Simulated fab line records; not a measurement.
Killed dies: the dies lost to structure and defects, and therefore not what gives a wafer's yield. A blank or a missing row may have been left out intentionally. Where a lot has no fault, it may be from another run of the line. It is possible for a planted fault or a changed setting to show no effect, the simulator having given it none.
Matching of chambers	flow nand_harc	pecvd-02 running NHARC_A_STAIRCASE_DEP_471: 3 sister chambers
The step deposits SiO2, target thk 100 nm. 22 wafers are shown with their chamber, then 11 later ones without.

== WAFERS, EACH WITH ITS CHAMBER ==
wafer	chamber	heater_power_w (W)	flow_sccm (sccm)	throttle_valve_pct (%)
L077.3	1	500	2654	15.9
L077.4	0	476	2649	16.3
L077.6	2	739	2648	16.4
L076.1	1	519	2665	16.5
L076.2	0	504	2653	16.2
L076.6	1	524	2661	16.2
L075.2	0	547	2653	16.3
L075.4	0	526	2655	16.5
L075.6	2	742	2650	16.4
L081.1	1	555	2651	15.7
L081.4	2	743	2648	16.1
L081.6	1	560	2649	15.9
L086.1	1	488	2646	16.1
L086.2	2	853	2650	16.1
L086.4	1	496	2652	16.1
L092.2	1	581	2667	16.1
L092.3	0	499	2647	16.3
L092.6	1	621	2655	16.3
L090.1	0	589	2651	16.2
L090.3	2	745	2648	16.1
L090.6	1	576	2661	16.3
L093.2	0	550	2652	16.0

SIGNATURES, as means of the wafers listed above
reading	chamber 0	chamber 1	chamber 2	scatter within a chamber
heater_power_w	527.29	542.00	764.40	43.3
flow_sccm	2651.43	2656.10	2648.80	5.11
throttle_valve_pct	16.257	16.110	16.220	0.197
Rule: a wafer lies at a distance from a chamber equal to the root of the sum of squares, over the readings, of (its reading less the chamber's mean, divided by the reading's scatter). If the next closest chamber is less than 2 further off than the closest, the wafer can't be placed; otherwise it belongs to the closest. The scatter: the root of (the sum of the squares of (reading less its chamber's mean) over the shown wafers, divided by (wafers less chambers)).

== WAFERS WITHOUT THEIR CHAMBER ==
wafer	heater_power_w (W)	flow_sccm (sccm)	throttle_valve_pct (%)
L093.3	595	2647	16.1
L093.4	631	2651	16.2
L094.4	881	2638	16.3
L094.5	606	2652	16.0
L094.6	602	2647	16.0
L095.2	534	2656	16.2
L095.5	595	2636	16.2
L095.6	553	2650	16.3
L096.3	585	2644	16.4
L096.4	727	2656	16.2
L096.5	600	2639	16.0

== EACH ONE'S CHAMBER ==
wafer	from the rows above	in truth
L093.3	can't be placed: 0 or 1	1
L093.4	can't be placed: 1 or 0 or 2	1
L094.4	2	2
L094.5	can't be placed: 1 or 0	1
L094.6	can't be placed: 1 or 0 or 2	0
L095.2	can't be placed: 1 or 0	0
L095.5	can't be placed: 0 or 1 or 2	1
L095.6	can't be placed: 0 or 1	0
L096.3	can't be placed: 0 or 1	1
L096.4	2	2
L096.5	can't be placed: 0 or 1 or 2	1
Correct placement for 2 of the 11. Cannot be placed on the basis of these rows: 9; the candidates contain the true chamber in 9. 0 placed wrongly.
